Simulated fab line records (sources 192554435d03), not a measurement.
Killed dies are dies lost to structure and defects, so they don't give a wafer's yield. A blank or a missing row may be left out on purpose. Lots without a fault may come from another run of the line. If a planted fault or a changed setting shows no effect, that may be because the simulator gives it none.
Chamber matching ; flow n5 finfet ; 4 sister chambers for N5_HKMG_FIN_ALD_71 on ald metal-01
The step deposits TiN, target thk 1 nm, pulse time 1 s, purge time 3 s. 4 wafers are shown with their chamber, then 9 later ones without.

## EACH WAFER AND ITS CHAMBER
wafer;chamber;heater power w (W)
L090.5;0;779
L092.1;1;887
L092.4;2;788
L092.5;3;843

## WAFERS WITH NO CHAMBER GIVEN
wafer;heater power w (W)
L094.1;851
L094.2;856
L094.3;792
L094.4;804
L094.5;847
L094.6;785
L097.2;798
L097.3;874
L097.5;786

## THE CHAMBER EACH PASSED THROUGH
wafer;from the rows above;in truth
L094.1;3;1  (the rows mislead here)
L094.2;can't be placed: 3 or 1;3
L094.3;can't be placed: 2 or 0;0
L094.4;can't be placed: 2 or 0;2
L094.5;3;3
L094.6;can't be placed: 2 or 0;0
L097.2;can't be placed: 2 or 0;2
L097.3;can't be placed: 1 or 3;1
L097.5;can't be placed: 2 or 0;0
Correctly placed: 1 of 9. From these rows, 7 cannot be placed; in 7 the true chamber is one of the candidates. 1 placed wrongly.
How it was worked out, from the rows above alone: a wafer's distance from a chamber is the root of the sum, over the readings, of the square of ((its reading less the chamber's mean) divided by the reading's scatter). If the next closest chamber is less than 2 further off than the closest, the wafer can't be placed; otherwise it belongs to the closest. Each chamber's mean is taken over the wafers shown for it. The scatter (one wafer shown for each chamber): square how far every hidden wafer sits from the nearest shown wafer, average those squares and take the square root.
